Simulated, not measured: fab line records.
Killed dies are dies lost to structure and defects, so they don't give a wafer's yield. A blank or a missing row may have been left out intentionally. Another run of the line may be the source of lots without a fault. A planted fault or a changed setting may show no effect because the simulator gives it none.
fab line records	flow nand_harc
[record] lots = 24	wafers = 72	last_day = 33
route steps=1302 shown A_CHANNEL_HOLE_D1@476 A_CHANNEL_FILL_D1@493 A_CHANNEL_FILL_D2@613 A_STAIRCASE@653
lots that met no fault: taken from a fault-free run of the same line
start_h: hours from the record's opening day to when the first of the lot's shown wafers began	wait_h: hours from the lot's prior step to this one	" the same as in the row above	L1.1+2: a row that stands for several wafers	- no value, or no start was given	* or withheld: withheld	< > ~ a bound
route shown NAME@n: NAME is a module with steps in the file, n the number in the route of the first one	usual: mean/standard deviation taken from wafers without a fault	same: alike in all rows	chamber/n: place in a boat	sites: the reading at each site	_std_site: how widely they spread, as a standard deviation	_edge_site: inner sites' mean taken away from outer sites' mean	radius_mm: for every site, how far away it sits from the centre of the wafer	mask NAME#n: copy n	behind: tool/chamber where the wafer was last shaped	hold: the reason the lot was held/the length of the hold in hours/how it ended	device: which transistor (n, p or np) failed to switch	end of line: the route-end tests of the same wafers	step lacking rows: just its recipe	killed: not the wafer's yield, but the dies lost to structure and defects at the first sort	map: dies across one wafer; x = killed, . = not, _ = none there
set.NAME: the setting as run; set.NAME@STEP: as run at that earlier step	model.NAME: the simulator's own value behind a step, which no gauge read
the route's steps for a sample of lots (tables are steps, rows are wafers)
services: the hour from which a tool's chamber was out of use, counted from the record's first day as start_h (under 0 if before that day), plus the number of hours and why
[[steps]]
[step NHARC_A_CHANNEL_HOLE_D1_ETCH_24]
[recipe] bias_v = 5000	source_w = withheld	pressure_mtorr = 20	time_s = 906.2	ar_flow_sccm = 375	c4f8_flow_sccm = 93.8	o2_flow_sccm = 31.2	temp_c = -20	target_depth_a = 15000	chemistry = C4F8/O2/Ar
[usual] drypump_motor_current_A = 5.76/0.13	showerhead_plenum_p_Torr = 3.62/0.12	throttle_valve_pct = 32.237/0.008
lot.wafer	tool	chamber	start_h	wait_h	drypump_motor_current_A	rf_hours_counter_h	showerhead_plenum_p_Torr	throttle_valve_pct
L074.2	har_etch-01	1	186.09	0.6	5.83	86	3.73	32.246
L074.3	"	1	"	"	5.82	-	3.73	32.228
L074.5	"	0	"	"	5.96	-	3.61	32.246
L075.2	har_etch-01	0	194.61	0.6	5.95	94	3.60	32.247
L075.3	"	1	"	"	5.81	-	3.73	32.234
L075.5	"	0	"	"	5.94	-	3.60	32.239
L076.3	har_etch-02	0	199.01	0.6	5.71	-	3.51	32.235
L076.6	"	1	"	"	5.63	-	3.64	32.227
L076.5	"	0	"	"	5.69	-	3.51	32.240
L077.2	har_etch-01	0	221.22	0.6	5.97	109	3.59	32.239
L077.4	"	0	"	"	5.93	-	3.59	32.238
L077.6	"	1	"	"	5.80	-	3.72	32.246
L078.4	har_etch-02	1	222.23	0.6	5.63	-	3.64	32.226
L078.3	"	0	"	"	5.65	-	3.50	32.240
L078.5	"	1	"	"	5.62	-	3.64	32.219
L079.2	har_etch-01	0	234.87	0.6	5.98	117	3.59	32.247
L079.6	"	1	"	"	5.85	-	3.72	32.243
L079.5	"	0	"	"	5.96	-	3.59	32.235
L080.3	har_etch-01	0	240.12	0.6	5.96	-	3.59	32.232
L080.4	"	1	"	"	5.84	-	3.71	32.265
L080.6	"	1	"	"	5.85	-	3.71	32.240
L081.2	har_etch-01	0	259.54	0.6	5.97	128	3.58	32.234
L081.4	"	1	"	"	5.86	-	3.71	32.236
L081.6	"	1	"	"	5.85	-	3.71	32.240
L082.2	har_etch-02	1	260.34	0.6	5.65	345	3.63	32.238
L082.4	"	1	"	"	5.63	-	3.62	32.238
L082.5	"	1	"	"	5.63	-	3.63	32.231
L084.4	har_etch-02	0	277.13	0.6	5.67	-	3.49	32.248
L084.3	"	1	"	"	5.64	-	3.62	32.231
L084.6	"	1	"	"	5.63	-	3.62	32.240
L083.2	har_etch-01	1	278.41	0.6	5.84	140	3.70	32.244
L083.4	"	1	"	"	5.84	-	3.70	32.225
L083.3	"	0	"	"	5.96	-	3.58	32.246
L085.2	har_etch-02	1	292.02	0.6	5.63	365	3.61	32.235
L085.3	"	1	"	"	5.63	-	3.61	32.235
L085.5	"	1	"	"	5.63	-	3.62	32.226
L086.4	har_etch-02	1	300.32	0.6	5.64	-	3.61	32.251
L086.6	"	1	"	"	5.63	-	3.61	32.234
L086.5	"	0	"	"	5.67	-	3.48	32.236
L087.4	har_etch-02	1	326.52	0.6	5.62	-	3.61	32.247
L087.3	"	0	"	"	5.67	-	3.47	32.238
L087.6	"	1	"	"	5.61	-	3.61	32.230
L088.2	har_etch-01	0	327.49	0.6	5.95	166	3.56	32.229
L088.3	"	1	"	"	5.85	-	3.69	32.242
L088.6	"	1	"	"	5.83	-	3.69	32.222
L089.2	har_etch-02	0	330.57	0.6	5.68	384	3.47	32.252
L089.3	"	1	"	"	5.64	-	3.60	32.226
L089.4	"	0	"	"	5.66	-	3.47	32.250
L090.4	har_etch-01	0	342.19	0.6	5.94	-	3.56	32.238
L090.6	"	1	"	"	5.85	-	3.68	32.240
L090.5	"	0	"	"	5.93	-	3.56	32.242
L091.4	har_etch-02	0	354.50	0.6	5.65	-	3.46	32.235
L091.3	"	1	"	"	5.63	-	3.60	32.245
L091.5	"	0	"	"	5.63	-	3.46	32.233
L092.4	har_etch-02	0	368.08	0.6	5.67	-	3.46	32.236
L092.3	"	1	"	"	5.62	-	3.59	32.237
L092.5	"	0	"	"	5.69	-	3.46	32.241
L093.1	har_etch-01	1	368.39	0.6	5.85	193	3.67	32.220
L093.5	"	0	"	"	5.95	-	3.55	32.230
L093.6	"	1	"	"	5.85	-	3.67	32.243
L094.1	har_etch-02	1	376.30	0.6	5.64	415	3.59	32.230
L094.3	"	1	"	"	5.62	-	3.59	32.240
L094.6	"	0	"	"	5.66	-	3.45	32.241
L095.1	har_etch-02	1	397.35	0.6	5.63	2	3.93	32.235
L095.4	"	1	"	"	5.61	-	3.93	32.239
L095.5	"	0	"	"	5.65	-	3.93	32.227
L096.2	har_etch-02	1	401.64	0.6	5.64	6	3.92	32.239
L096.4	"	0	"	"	5.67	-	3.92	32.230
L096.5	"	0	"	"	5.65	-	3.92	32.240
L097.1	har_etch-01	0	411.15	0.6	5.98	223	3.53	32.248
L097.3	"	0	"	"	5.95	-	3.53	32.226
L097.5	"	1	"	"	5.83	-	3.66	32.243
[step NHARC_A_CHANNEL_FILL_D1_ALD_03]
[recipe] target_thk_a = 60	pulse_time_s = 60	ald_cycles = 58	temp_c = 630	pressure_torr = 2	material = SiNx
[usual] precursor_pulse_height_rel = 1.000/0.019
lot.wafer	tool	chamber	start_h	wait_h	precursor_pulse_height_rel
L074.2	ald_sin_batch-01	0	-	-	1.029
L074.3	"	0	"	"	1.003
L074.5	"	0	"	"	1.010
L075.2	ald_sin_batch-03	0	-	-	1.000
L075.3	"	0	"	"	1.029
L075.5	"	0	"	"	0.991
L076.3	ald_sin_batch-03	0	-	-	0.990
L076.5	"	0	"	"	1.002
L076.6	"	0	"	"	1.022
L077.2	ald_sin_batch-01	0	-	-	0.997
L077.4	"	0	"	"	1.013
L077.6	"	0	"	"	1.019
L078.3	ald_sin_batch-01	0	-	-	0.973
L078.4	"	0	"	"	0.981
L078.5	"	0	"	"	1.011
L079.2	ald_sin_batch-03	0	-	-	0.986
L079.5	"	0	"	"	0.995
L079.6	"	0	"	"	0.977
L080.3	ald_sin_batch-01	0	-	-	0.982
L080.4	"	0	"	"	0.992
L080.6	"	0	"	"	1.013
L081.2	ald_sin_batch-03	0	-	-	1.028
L081.4	"	0	"	"	0.990
L081.6	"	0	"	"	0.985
L082.2	ald_sin_batch-03	0	-	-	1.021
L082.4	"	0	"	"	0.999
L082.5	"	0	"	"	1.025
L083.2	ald_sin_batch-01	0	-	-	1.025
L083.3	"	0	"	"	0.992
L083.4	"	0	"	"	1.002
L084.3	ald_sin_batch-01	0	-	-	0.994
L084.4	"	0	"	"	1.000
L084.6	"	0	"	"	1.004
L085.2	ald_sin_batch-02	0	-	-	1.001
L085.3	"	0	"	"	0.989
L085.5	"	0	"	"	1.032
L086.4	ald_sin_batch-02	0	-	-	1.024
L086.5	"	0	"	"	0.984
L086.6	"	0	"	"	0.994
L087.3	ald_sin_batch-03	0	-	-	1.051
L087.4	"	0	"	"	1.017
L087.6	"	0	"	"	0.994
L088.2	ald_sin_batch-03	0	-	-	0.982
L088.3	"	0	"	"	0.976
L088.6	"	0	"	"	0.983
L089.2	ald_sin_batch-01	0	-	-	0.977
L089.3	"	0	"	"	1.024
L089.4	"	0	"	"	0.992
L090.4	ald_sin_batch-01	0	-	-	1.033
L090.5	"	0	"	"	0.993
L090.6	"	0	"	"	0.972
L091.3	ald_sin_batch-02	0	-	-	1.003
L091.4	"	0	"	"	0.994
L091.5	"	0	"	"	0.997
L092.3	ald_sin_batch-01	0	-	-	1.013
L092.4	"	0	"	"	1.014
L092.5	"	0	"	"	0.982
L093.1	ald_sin_batch-01	0	-	-	1.018
L093.5	"	0	"	"	0.992
L093.6	"	0	"	"	0.990
L094.1	ald_sin_batch-03	0	-	-	0.991
L094.3	"	0	"	"	0.994
L094.6	"	0	"	"	0.967
L095.1	ald_sin_batch-01	0	-	-	1.018
L095.4	"	0	"	"	0.971
L095.5	"	0	"	"	0.970
L096.2	ald_sin_batch-01	0	-	-	1.030
L096.4	"	0	"	"	1.010
L096.5	"	0	"	"	0.971
L097.1	ald_sin_batch-03	0	-	-	1.042
L097.3	"	0	"	"	0.975
L097.5	"	0	"	"	0.995
[step NHARC_A_CHANNEL_FILL_D1_STRIP_28]
[recipe] time_s = 20	o2_flow_sccm = 500	ar_flow_sccm = 0	bias_w = 0	chemistry = O2
[usual] drypump_motor_current_A = 5.9/0.43	oes_product_au = 0.998/0.011	rf_vpp_V = 57.7/0.82	showerhead_plenum_p_Torr = 3.49/0.15	throttle_valve_pct = 17.037/0.0093
lot.wafer	tool	chamber	start_h	wait_h	drypump_motor_current_A	oes_product_au	rf_hours_counter_h	rf_vpp_V	showerhead_plenum_p_Torr	throttle_valve_pct
L074.3	rie_diel-09	1	214.17	0.1	6.3	0.985	5.0	58.2	3.72	17.038
L074.2	"	0	"	"	5.5	0.987	4.4	57.4	3.48	17.031
L074.5	"	2	"	"	6.1	1.015	-	56.5	3.32	17.038
L075.2	rie_diel-09	1	224.38	0.1	6.3	0.998	5.3	57.6	3.72	17.029
L075.3	"	2	"	"	6.1	1.008	4.6	56.5	3.32	17.052
L075.5	"	2	"	"	6.1	1.012	-	57.7	3.32	17.042
L076.3	rie_diel-12	1	224.39	0.1	5.6	0.990	8.2	56.5	3.31	17.036
L076.6	"	0	"	"	6.2	1.004	-	56.8	3.45	17.030
L076.5	"	1	"	"	5.6	0.998	-	56.2	3.31	17.027
L077.4	rie_diel-08	1	254.05	0.1	6.5	1.004	2.8	59.2	3.62	17.027
L077.2	"	2	"	"	5.4	0.987	3.1	58.7	3.77	17.023
L077.6	"	1	"	"	6.6	0.992	-	58.5	3.62	17.021
L078.3	rie_diel-12	0	254.06	0.1	6.2	1.019	9.0	58.2	3.45	17.050
L078.4	"	0	"	"	6.2	1.016	-	56.8	3.45	17.031
L078.5	"	2	"	"	5.5	0.985	-	56.3	3.34	17.032
L079.2	rie_diel-08	2	264.71	0.1	5.4	0.986	3.3	57.0	3.77	17.044
L079.6	"	1	"	"	6.5	1.003	-	57.0	3.62	17.054
L079.5	"	2	"	"	5.4	0.991	-	60.2	3.77	17.033
L080.4	rie_diel-08	3	269.82	0.1	5.6	1.005	3.6	58.4	3.56	17.028
L080.3	"	1	"	"	6.6	1.001	3.4	57.7	3.62	17.038
L080.6	"	0	"	"	6.7	1.003	-	58.2	3.58	17.047
L082.2	rie_diel-12	1	289.95	0.1	5.6	1.015	1.3	57.1	3.31	17.037
L082.4	"	2	"	"	5.6	0.983	1.3	57.4	3.34	17.045
L082.5	"	2	"	"	5.6	0.986	-	57.2	3.34	17.043
L081.4	rie_diel-08	1	289.95	0.1	6.5	0.995	4.6	58.4	3.62	17.029
L081.2	"	3	"	"	5.6	1.009	4.9	56.9	3.55	17.044
L081.6	"	1	"	"	6.5	0.996	-	57.4	3.62	17.029
L084.3	rie_diel-08	1	305.55	0.1	6.6	1.010	5.3	57.1	3.62	17.039
L084.4	"	2	"	"	5.5	0.995	5.8	59.3	3.77	17.027
L084.6	"	1	"	"	6.6	1.001	-	58.6	3.62	17.051
L083.2	rie_diel-09	3	305.55	0.1	6.3	0.997	7.1	56.9	3.30	17.029
L083.4	"	0	"	"	5.5	0.988	7.6	58.0	3.48	17.048
L083.3	"	1	"	"	6.3	0.989	8.0	57.3	3.72	17.036
L085.3	rie_diel-08	1	323.00	0.1	6.5	1.003	5.9	57.6	3.62	17.039
L085.2	"	2	"	"	5.4	0.982	6.6	57.5	3.77	17.053
L085.5	"	2	"	"	5.4	0.994	-	58.6	3.77	17.032
L086.4	rie_diel-12	0	332.33	0.1	6.1	0.996	5.4	57.8	3.45	17.017
L086.5	"	3	"	"	5.6	1.000	-	58.3	3.51	17.049
L086.6	"	0	"	"	6.2	0.990	-	56.4	3.45	17.043
L087.3	rie_diel-08	2	354.53	0.1	5.4	1.000	8.3	58.0	3.77	17.030
L087.4	"	3	"	"	5.6	1.002	8.5	58.6	3.55	17.039
L087.6	"	3	"	"	5.6	1.001	-	56.5	3.55	17.029
L088.2	rie_diel-09	1	354.53	0.1	6.3	0.974	0.4	58.0	3.71	17.038
L088.3	"	2	"	"	6.2	1.007	0.4	56.8	3.31	17.029
L088.6	"	0	"	"	5.5	0.975	-	56.3	3.48	17.008
L089.4	rie_diel-12	0	358.59	0.1	6.2	1.006	6.8	57.6	3.45	17.025
L089.2	"	1	"	"	5.6	1.014	6.5	57.0	3.30	17.041
L089.3	"	3	"	"	5.6	1.007	6.8	58.3	3.51	17.047
L090.4	rie_diel-12	3	369.82	0.1	5.6	0.994	6.9	57.6	3.51	17.037
L090.5	"	2	"	"	5.6	0.986	-	57.2	3.33	17.043
L090.6	"	3	"	"	5.6	1.000	-	58.9	3.51	17.033
L091.3	rie_diel-12	1	385.47	0.1	5.6	0.998	8.2	57.8	3.30	17.041
L091.4	"	3	"	"	5.6	1.002	8.5	57.0	3.51	17.042
L091.5	"	0	"	"	6.2	0.993	-	57.3	3.45	17.038
L092.3	rie_diel-12	0	396.94	0.1	6.2	1.003	8.6	56.7	3.45	17.045
L092.4	"	1	"	"	5.6	1.007	8.4	56.5	3.30	17.042
L092.5	"	0	"	"	6.1	0.997	-	57.9	3.45	17.031
L093.1	rie_diel-08	2	396.95	0.1	5.4	0.983	1.0	58.9	3.76	17.024
L093.5	"	3	"	"	5.6	0.986	-	57.0	3.55	17.037
L093.6	"	0	"	"	6.7	1.011	-	58.7	3.58	17.030
L094.1	rie_diel-12	2	404.19	0.1	5.6	0.979	9.5	58.7	3.33	17.024
L094.3	"	3	"	"	5.6	0.999	9.5	57.8	3.51	17.038
L094.6	"	1	"	"	5.6	0.998	-	56.2	3.30	17.039
L095.4	rie_diel-12	0	425.35	0.1	6.2	0.981	9.9	56.7	3.45	17.034
L095.1	"	3	"	"	5.6	1.007	10.5	57.3	3.50	17.035
L095.5	"	1	"	"	5.6	1.005	-	57.6	3.30	17.034
L096.2	rie_diel-09	2	431.20	0.1	6.1	1.011	3.7	56.2	3.31	17.051
L096.4	"	3	"	"	6.3	1.013	3.9	57.7	3.30	17.045
L096.5	"	1	"	"	6.3	0.986	-	58.0	3.71	17.031
L097.3	rie_diel-09	3	440.50	0.1	6.3	1.020	4.1	58.4	3.30	17.040
L097.1	"	0	"	"	5.5	0.995	3.7	58.1	3.48	17.042
L097.5	"	2	"	"	6.1	1.022	-	57.3	3.31	17.043
[step NHARC_A_CHANNEL_FILL_D1_STRIP_29]
[recipe] time_s = 20	o2_flow_sccm = 500	ar_flow_sccm = 0	bias_w = 0	chemistry = O2
[usual] drypump_motor_current_A = 6.0/0.47	oes_product_au = 1.002/0.01	rf_vpp_V = 57.7/0.88	showerhead_plenum_p_Torr = 3.51/0.14	throttle_valve_pct = 17.038/0.009
lot.wafer	tool	chamber	start_h	wait_h	drypump_motor_current_A	oes_product_au	rf_hours_counter_h	rf_vpp_V	showerhead_plenum_p_Torr	throttle_valve_pct
L074.3	rie_diel-09	2	-	-	6.2	1.024	5.2	57.8	3.32	17.034
L074.2	"	3	"	"	6.3	1.011	5.0	56.9	3.31	17.045
L074.5	"	2	"	"	6.1	1.019	-	58.3	3.32	17.043
L076.3	rie_diel-12	1	-	-	5.6	1.005	8.7	56.6	3.31	17.044
L076.5	"	2	"	"	5.6	0.994	-	57.8	3.34	17.040
L076.6	"	3	"	"	5.6	1.012	-	58.2	3.51	17.035
L075.3	rie_diel-08	0	-	-	6.7	0.995	2.5	58.8	3.58	17.029
L075.2	"	2	"	"	5.4	0.995	2.5	58.7	3.77	17.042
L075.5	"	3	"	"	5.6	0.996	-	57.0	3.56	17.047
L078.3	rie_diel-08	2	-	-	5.4	0.995	4.1	58.6	3.77	17.032
L078.4	"	0	"	"	6.6	1.004	3.8	57.4	3.58	17.035
L078.5	"	2	"	"	5.4	1.005	-	58.6	3.77	17.032
L077.4	rie_diel-09	2	-	-	6.1	1.009	6.3	58.8	3.32	17.026
L077.2	"	1	"	"	6.3	0.991	7.1	58.2	3.72	17.038
L077.6	"	2	"	"	6.1	1.007	-	57.2	3.32	17.029
L079.2	rie_diel-08	0	-	-	6.7	1.018	4.2	57.8	3.58	17.026
L079.6	"	0	"	"	6.7	1.008	-	58.2	3.58	17.028
L079.5	"	1	"	"	6.6	1.000	-	59.1	3.62	17.047
L080.3	rie_diel-08	1	-	-	6.6	0.997	4.5	58.6	3.62	17.025
L080.4	"	2	"	"	5.4	0.987	4.7	59.5	3.77	17.024
L080.6	"	0	"	"	6.7	1.003	-	58.9	3.58	17.031
L082.4	rie_diel-12	3	-	-	5.6	1.009	3.5	56.6	3.51	17.027
L082.2	"	0	"	"	6.2	1.001	3.8	58.0	3.45	17.059
L082.5	"	2	"	"	5.6	0.991	-	56.5	3.34	17.033
L081.2	rie_diel-08	0	-	-	6.7	1.012	5.7	56.9	3.58	17.037
L081.4	"	2	"	"	5.4	0.991	5.9	58.2	3.77	17.047
L081.6	"	1	"	"	6.5	1.009	-	57.6	3.62	17.035
L083.2	rie_diel-08	0	-	-	6.7	1.007	6.6	58.5	3.58	17.040
L083.4	"	1	"	"	6.6	1.008	6.1	57.0	3.62	17.030
L083.3	"	2	"	"	5.5	0.993	6.8	58.3	3.77	17.018
L084.4	rie_diel-08	3	-	-	5.6	1.025	7.2	58.9	3.55	17.038
L084.3	"	0	"	"	6.7	1.019	6.6	58.6	3.58	17.047
L084.6	"	0	"	"	6.7	1.013	-	56.8	3.58	17.050
L085.3	rie_diel-12	2	-	-	5.6	0.993	5.3	57.4	3.34	17.030
L085.2	"	1	"	"	5.6	0.999	5.2	56.0	3.31	17.038
L085.5	"	3	"	"	5.6	1.003	-	57.9	3.51	17.035
L086.4	rie_diel-09	0	-	-	5.5	0.984	0.3	57.5	3.48	17.029
L086.6	"	1	"	"	6.3	0.985	-	58.3	3.71	17.047
L086.5	"	2	"	"	6.1	1.019	-	58.0	3.31	17.039
L088.3	rie_diel-12	0	-	-	6.2	1.007	7.0	59.0	3.45	17.049
L088.2	"	3	"	"	5.6	1.006	6.9	57.7	3.51	17.032
L088.6	"	0	"	"	6.2	1.003	-	57.7	3.45	17.050
L087.3	rie_diel-09	2	372.44	0.1	6.1	1.017	0.7	57.4	3.31	17.053
L087.4	"	3	"	"	6.3	1.007	-	56.3	3.30	17.042
L087.6	"	2	"	"	6.2	1.009	-	56.6	3.31	17.033
L089.2	rie_diel-12	1	-	-	5.6	1.008	7.5	57.4	3.30	17.026
L089.4	"	2	"	"	5.6	0.991	7.7	58.1	3.33	17.040
L089.3	"	3	"	"	5.6	1.007	7.7	58.1	3.51	17.023
L090.4	rie_diel-12	0	-	-	6.2	0.991	8.6	56.6	3.45	17.039
L090.5	"	0	"	"	6.2	0.999	-	57.8	3.45	17.028
L090.6	"	1	"	"	5.6	1.005	-	58.2	3.30	17.047
L091.3	rie_diel-12	1	-	-	5.6	1.008	9.2	56.2	3.30	17.034
L091.4	"	3	"	"	5.6	0.999	9.5	57.1	3.51	17.037
L091.5	"	0	"	"	6.2	0.991	-	57.4	3.45	17.038
L092.3	rie_diel-12	2	414.57	0.1	5.6	1.007	10.1	57.2	3.33	17.045
L092.5	"	2	"	"	5.6	0.996	-	57.2	3.33	17.034
L092.4	"	1	"	"	5.6	1.004	-	57.1	3.30	17.047
L093.1	rie_diel-08	2	-	-	5.4	0.997	2.2	57.3	3.76	17.034
L093.6	"	0	"	"	6.6	0.995	-	55.9	3.58	17.031
L093.5	"	1	"	"	6.6	0.993	-	58.5	3.62	17.040
L094.1	rie_diel-08	0	-	-	6.7	1.004	2.2	58.2	3.58	17.021
L094.3	"	1	"	"	6.5	1.007	2.1	57.9	3.62	17.062
L094.6	"	1	"	"	6.6	1.019	-	58.9	3.62	17.047
L095.4	rie_diel-08	2	-	-	5.4	0.990	3.7	57.6	3.76	17.039
L095.1	"	3	"	"	5.6	0.988	2.8	56.9	3.55	17.043
L095.5	"	3	"	"	5.6	1.000	-	58.6	3.55	17.046
L096.2	rie_diel-08	2	-	-	5.4	0.978	3.8	58.2	3.76	17.039
L096.4	"	3	"	"	5.6	0.987	2.9	57.8	3.55	17.027
L096.5	"	1	"	"	6.5	1.012	-	58.2	3.62	17.025
L097.3	rie_diel-12	0	-	-	6.2	0.986	0.1	56.5	3.44	17.042
L097.1	"	2	"	"	5.6	0.980	0.3	57.2	3.33	17.038
L097.5	"	0	"	"	6.2	0.984	-	57.1	3.45	17.040
[step NHARC_A_CHANNEL_FILL_D2_ALD_03]
[recipe] target_thk_a = 60	pulse_time_s = 60	ald_cycles = 58	temp_c = 630	pressure_torr = 2	material = SiNx
[usual] precursor_pulse_height_rel = 1.001/0.02
lot.wafer	tool	chamber	start_h	wait_h	precursor_pulse_height_rel
L074.2	ald_sin_batch-01	0	-	-	0.985
L074.3	"	0	"	"	0.978
L074.5	"	0	"	"	0.990
L075.2	ald_sin_batch-01	0	-	-	1.013
L075.3	"	0	"	"	1.020
L075.5	"	0	"	"	0.985
L076.3	ald_sin_batch-01	0	-	-	0.998
L076.5	"	0	"	"	0.999
L076.6	"	0	"	"	0.962
L077.2	ald_sin_batch-01	0	-	-	0.987
L077.4	"	0	"	"	1.003
L077.6	"	0	"	"	1.000
L078.3	ald_sin_batch-02	0	-	-	1.030
L078.4	"	0	"	"	0.989
L078.5	"	0	"	"	0.981
L079.2	ald_sin_batch-02	0	-	-	0.979
L079.5	"	0	"	"	0.986
L079.6	"	0	"	"	1.004
L080.3	ald_sin_batch-01	0	-	-	0.997
L080.4	"	0	"	"	1.018
L080.6	"	0	"	"	0.971
L081.2	ald_sin_batch-01	0	-	-	1.008
L081.4	"	0	"	"	0.998
L081.6	"	0	"	"	0.986
L082.2	ald_sin_batch-01	0	-	-	1.004
L082.4	"	0	"	"	1.014
L082.5	"	0	"	"	0.987
L084.3	ald_sin_batch-02	0	-	-	1.001
L084.4	"	0	"	"	1.006
L084.6	"	0	"	"	1.017
L083.2	ald_sin_batch-01	0	-	-	0.990
L083.3	"	0	"	"	1.005
L083.4	"	0	"	"	1.006
L085.2	ald_sin_batch-02	0	-	-	1.009
L085.3	"	0	"	"	1.005
L085.5	"	0	"	"	1.034
L086.4	ald_sin_batch-01	0	-	-	0.982
L086.5	"	0	"	"	0.991
L086.6	"	0	"	"	1.008
L087.3	ald_sin_batch-01	0	-	-	1.006
L087.4	"	0	"	"	1.019
L087.6	"	0	"	"	0.982
L088.2	ald_sin_batch-01	0	-	-	1.013
L088.3	"	0	"	"	0.998
L088.6	"	0	"	"	0.999
L089.2	ald_sin_batch-02	0	-	-	0.994
L089.3	"	0	"	"	0.975
L089.4	"	0	"	"	1.000
L090.4	ald_sin_batch-03	0	-	-	0.966
L090.5	"	0	"	"	0.960
L090.6	"	0	"	"	0.989
L091.3	ald_sin_batch-01	0	-	-	0.996
L091.4	"	0	"	"	1.003
L091.5	"	0	"	"	1.031
L092.3	ald_sin_batch-01	0	-	-	0.972
L092.4	"	0	"	"	0.969
L092.5	"	0	"	"	1.000
L093.1	ald_sin_batch-01	0	-	-	1.000
L093.5	"	0	"	"	0.985
L093.6	"	0	"	"	1.032
L094.1	ald_sin_batch-02	0	-	-	0.990
L094.3	"	0	"	"	0.961
L094.6	"	0	"	"	0.990
L095.1	ald_sin_batch-02	0	-	-	1.007
L095.4	"	0	"	"	1.017
L095.5	"	0	"	"	1.026
L096.2	ald_sin_batch-02	0	-	-	1.008
L096.4	"	0	"	"	1.005
L096.5	"	0	"	"	1.012
L097.1	ald_sin_batch-03	0	-	-	1.019
L097.3	"	0	"	"	1.007
L097.5	"	0	"	"	1.050
[step NHARC_A_STAIRCASE_STRIP_171]
[recipe] power_w = 1500	temp_c = 250	chemistry = O2
[usual] drypump_motor_current_A = 5.8/0.43	heater_power_w = 317/23
lot.wafer	tool	chamber	start_h	wait_h	drypump_motor_current_A	heater_power_w	rf_hours_counter_h
L074.2	plasma_asher-02	1	354.62	-	6.2	321	20
L074.3	"	0	"	"	5.9	347	-
L074.5	"	1	"	"	6.2	323	-
L075.2	plasma_asher-01	1	354.77	-	6.1	286	1
L075.3	"	0	"	"	5.2	311	-
L075.5	"	1	"	"	6.2	280	-
L076.3	plasma_asher-01	0	359.52	-	5.2	313	-
L076.6	"	1	"	"	6.2	286	-
L076.5	"	0	"	"	5.2	317	-
L077.2	plasma_asher-01	1	389.43	-	6.2	285	6
L077.4	"	1	"	"	6.2	291	-
L077.6	"	1	"	"	6.2	287	-
L078.3	plasma_asher-01	1	394.07	-	6.1	279	-
L078.4	"	0	"	"	5.2	315	-
L078.5	"	0	"	"	5.2	308	-
L079.2	plasma_asher-01	0	394.26	-	5.2	312	7
L079.5	"	0	"	"	5.2	315	-
L079.6	"	1	"	"	6.2	287	-
L080.3	plasma_asher-02	1	414.52	-	6.2	322	-
L080.4	"	0	"	"	5.8	351	-
L080.6	"	1	"	"	6.2	320	-
L081.2	plasma_asher-01	0	428.57	-	5.2	310	14
L081.4	"	1	"	"	6.2	287	-
L081.6	"	0	"	"	5.2	311	-
L082.2	plasma_asher-01	1	428.98	-	6.2	287	14
L082.4	"	0	"	"	5.2	317	-
L082.5	"	0	"	"	5.2	314	-
L083.2	plasma_asher-01	1	443.42	-	6.1	287	18
L083.3	"	1	"	"	6.2	283	-
L083.4	"	0	"	"	5.2	314	-
L084.4	plasma_asher-02	1	443.48	-	6.1	346	-
L084.3	"	0	"	"	5.8	338	-
L084.6	"	0	"	"	5.8	343	-
L085.2	plasma_asher-02	1	455.57	-	6.1	344	5
L085.3	"	1	"	"	6.2	345	-
L085.5	"	0	"	"	5.8	340	-
L086.4	plasma_asher-01	0	463.56	-	5.2	313	-
L086.6	"	0	"	"	5.2	311	-
L086.5	"	1	"	"	6.2	280	-
L087.3	plasma_asher-01	1	491.00	-	6.2	279	-
L087.4	"	0	"	"	5.2	319	-
L087.6	"	0	"	"	5.2	321	-
L088.2	plasma_asher-02	1	491.12	-	6.2	351	12
L088.3	"	1	"	"	6.2	345	-
L088.6	"	1	"	"	6.2	346	-
L089.2	plasma_asher-02	1	499.51	-	6.2	356	13
L089.3	"	0	"	"	5.8	344	-
L089.4	"	1	"	"	6.2	342	-
L090.4	plasma_asher-01	0	513.05	-	5.2	320	-
L090.5	"	1	"	"	6.2	285	-
L090.6	"	0	"	"	5.2	317	-
L091.4	plasma_asher-02	0	525.83	-	5.9	339	-
L091.3	"	1	"	"	6.2	351	-
L091.5	"	0	"	"	5.8	337	-
L093.1	plasma_asher-01	0	531.63	-	5.2	321	1
L093.6	"	1	"	"	6.2	294	-
L093.5	"	0	"	"	5.2	321	-
L092.3	plasma_asher-02	1	531.83	-	6.1	344	-
L092.4	"	0	"	"	5.8	338	-
L092.5	"	1	"	"	6.2	348	-
L094.1	plasma_asher-01	0	541.55	-	5.2	328	3
L094.3	"	0	"	"	5.2	315	-
L094.6	"	0	"	"	5.2	315	-
L095.1	plasma_asher-02	0	560.42	-	5.8	336	27
L095.4	"	1	"	"	6.2	348	-
L095.5	"	0	"	"	5.8	342	-
L096.2	plasma_asher-01	0	567.47	-	5.2	319	8
L096.4	"	1	"	"	6.2	298	-
L096.5	"	0	"	"	5.2	326	-
L097.1	plasma_asher-01	0	574.59	-	5.2	326	10
L097.3	"	0	"	"	5.2	324	-
L097.5	"	0	"	"	5.2	325	-
[[services]]
tool	chamber	start_h	hours	kind
plasma_asher-01	-	166.15	9.0	pm
rie_diel-12	2	177.44	4.0	repair
rie_diel-12	3	178.27	6.6	repair
rie_diel-08	-	190.89	9.0	pm
plasma_asher-01	-	227.55	1.3	repair
rie_diel-12	1	253.92	16.9	repair
ald_sin_batch-02	-	267.77	26.0	pm
rie_diel-12	-	268.40	9.0	pm
rie_diel-08	1	316.99	4.7	repair
rie_diel-09	-	320.10	9.0	pm
plasma_asher-01	-	343.15	9.0	pm
rie_diel-09	1	360.52	14.0	repair
rie_diel-08	-	367.89	9.0	pm
rie_diel-08	3	377.96	16.0	repair
har_etch-02	-	378.22	17.0	pm
rie_diel-12	0	410.02	8.3	repair
rie_diel-08	3	433.02	3.3	repair
rie_diel-12	-	445.40	9.0	pm
rie_diel-12	2	496.98	6.3	repair
ald_sin_batch-01	-	506.00	26.0	pm
plasma_asher-01	-	520.15	9.0	pm
rie_diel-08	-	544.89	9.0	pm
ald_sin_batch-02	-	548.73	8.9	repair
rie_diel-12	1	566.86	5.8	repair
[[key]]
fault none
